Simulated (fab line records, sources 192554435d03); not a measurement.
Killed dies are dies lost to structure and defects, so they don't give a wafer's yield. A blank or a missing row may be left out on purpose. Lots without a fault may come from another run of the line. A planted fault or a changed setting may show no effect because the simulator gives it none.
Split-lot experiment | flow n5_finfet | 7 lots, 39 wafers read, on a route of 1938 steps

THE SPLIT
At N5_GATE_CUT_ALD_22 (deposits SiNx, target thk 16 nm, pulse time 1 s, ald cycles 320), the setting ald_cycles was moved away from the recipe's 320 on 12 of the 39 wafers read, by -59.7% to -35.6%. The other wafers ran this setting at the recipe's value.

The reading is taken at the split's own step.

THE READING
SiNx_of_GATE_CUT_ALD_22.thk_nm (the simulator's own value, which no gauge read), in nm, at N5_GATE_CUT_ALD_22 (deposits SiNx, target thk 16 nm, pulse time 1 s, ald cycles 320). The file gives no usual value for it. The 27 wafers here that ran the recipe average 16.0 nm, standard deviation 0.09 nm.

wafer  | tool, chamber at the split | ald_cycles as run | against the recipe | SiNx_of_GATE_CUT_ALD_22.thk_nm, nm | against lot-mates on the recipe
L075.1 | ald_sin-03, 1,2,0,3,2      | 320               | recipe             | 16                                 | -
L075.2 | ald_sin-03, 1,2,0,3,2      | 320               | recipe             | 16                                 | -
L075.3 | ald_sin-03, 1,2,0,3,2      | 320               | recipe             | 16                                 | -
L075.5 | ald_sin-03, 1,2,0,3,2      | 320               | recipe             | 16                                 | -
L075.6 | ald_sin-03, 1,2,0,3,2      | 320               | recipe             | 16                                 | -
L075.4 | ald_sin-03, 3              | 320               | recipe             | 16.2                               | -
L076.1 | ald_sin-03, 2,3,0          | 320               | recipe             | 16                                 | -
L076.4 | ald_sin-03, 2,3,0          | 320               | recipe             | 16                                 | -
L076.6 | ald_sin-03, 2,3,0          | 320               | recipe             | 16                                 | -
L076.2 | ald_sin-03, 1,0,3          | 130               | -59.4%             | 6.6                                | -9.4
L076.3 | ald_sin-03, 1,0,3          | 130               | -59.4%             | 6.6                                | -9.4
L076.5 | ald_sin-03, 1,0,3          | 130               | -59.4%             | 6.6                                | -9.4
L085.1 | ald_sin-03, 1,3,0,2,0,1    | 320               | recipe             | 16                                 | -
L085.2 | ald_sin-03, 1,3,0,2,0,1    | 320               | recipe             | 16                                 | -
L085.3 | ald_sin-03, 1,3,0,2,0,1    | 320               | recipe             | 16                                 | -
L085.4 | ald_sin-03, 1,3,0,2,0,1    | 320               | recipe             | 16                                 | -
L085.5 | ald_sin-03, 1,3,0,2,0,1    | 320               | recipe             | 16                                 | -
L085.6 | ald_sin-03, 1,3,0,2,0,1    | 320               | recipe             | 16                                 | -
L088.1 | ald_sin-04, 2,3,2          | 320               | recipe             | 16                                 | -
L088.2 | ald_sin-04, 2,3,2          | 320               | recipe             | 16                                 | -
L088.5 | ald_sin-04, 2,3,2          | 320               | recipe             | 16                                 | -
L088.3 | ald_sin-04, 0,1            | 129               | -59.7%             | 6.4                                | -9.6
L088.4 | ald_sin-04, 0,1            | 129               | -59.7%             | 6.4                                | -9.6
L088.6 | ald_sin-04, 3              | 129               | -59.7%             | 6.6                                | -9.4
L090.1 | ald_sin-01, 2,1            | 320               | recipe             | 16                                 | -
L090.4 | ald_sin-01, 2,1            | 320               | recipe             | 16                                 | -
L090.5 | ald_sin-01, 0              | 320               | recipe             | 15.8                               | -
L091.1 | ald_sin-04, 3,0            | 196               | -38.7%             | 9.8                                | -6.0
L091.3 | ald_sin-04, 3,0            | 196               | -38.7%             | 9.8                                | -6.0
L091.2 | ald_sin-04, 2,1,1          | 320               | recipe             | 15.8                               | -
L091.4 | ald_sin-04, 2,1,1          | 320               | recipe             | 15.8                               | -
L091.6 | ald_sin-04, 2,1,1          | 320               | recipe             | 15.8                               | -
L091.5 | ald_sin-04, 2              | 196               | -38.7%             | 9.6                                | -6.2
L094.1 | ald_sin-04, 2,1            | 206               | -35.6%             | 10.2                               | -5.7
L094.6 | ald_sin-04, 2,1            | 206               | -35.6%             | 10.2                               | -5.7
L094.2 | ald_sin-04, 1              | 320               | recipe             | 15.8                               | -
L094.3 | ald_sin-04, 3,0            | 320               | recipe             | 16                                 | -
L094.4 | ald_sin-04, 3,0            | 320               | recipe             | 16                                 | -
L094.5 | ald_sin-04, 2              | 206               | -35.6%             | 10.4                               | -5.5
Where a row lists several chambers, the file gives one row for several wafers and doesn't say which wafer went through which chamber.

THE FIT
A straight line over all 39 wafers: SiNx_of_GATE_CUT_ALD_22.thk_nm changes by +0.159 nm for each +1% of ald_cycles; r = +1.00; the points scatter about the line by 0.095 nm.
The same after taking each lot's own level away (the mean of its wafers on the recipe; 39 wafers): +0.159 nm for each +1%; r = +1.00; scatter 0.074 nm.
On that fit, the largest move of ald_cycles shifts the reading by 9.5 nm.
The lots' own levels span 15.80 to 16.03 nm, that is 2.6 times the standard deviation above.
So the lot-to-lot level changes the slope little: the two slopes agree.
Check: with one of the wafers moved furthest among these (-59.7%) left out of the fit, the line predicts -9.45 nm for it against its lot-mates. It came out at -9.6 nm against them.

OTHER SPLITS ON THESE WAFERS
These wafers also went through other splits before the reading. Each is held against what the fit with the lots' levels taken away leaves over:
other split on the same wafers       | wafers away from the commonest value | r with SiNx_of_GATE_CUT_ALD_22.thk_nm (lot level and that fit taken away)
N5_FIN_CUT_ETCH_21 time_s            | 9                                    | +0.18
N5_SD_EPI_N_EPI_21 epi_growth_time_s | 9                                    | +0.06

THE WHOLE CHAIN: every reading that the file lists as answering this split, in the file's order
step               | what it does                                                    | reading                                                                         | change (the file's fit)               | r (the file's)
N5_GATE_CUT_ALD_22 | deposits SiNx, target thk 16 nm, pulse time 1 s, ald cycles 320 | SiNx_of_GATE_CUT_ALD_22.thk_nm (the simulator's own value, which no gauge read) | +0.159 nm for each +1% of the setting | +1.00
N5_GATE_CUT_CMP_23 | polishes, stops on SiO2, t overpolish 23.4 s, target thk 16 nm  | time_to_endpoint_s                                                              | withheld for each +1% of the setting  | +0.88

THE FILE'S OWN FIT
SiNx_of_GATE_CUT_ALD_22.thk_nm changes by +0.159 nm for each +1% of ald_cycles, r = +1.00.
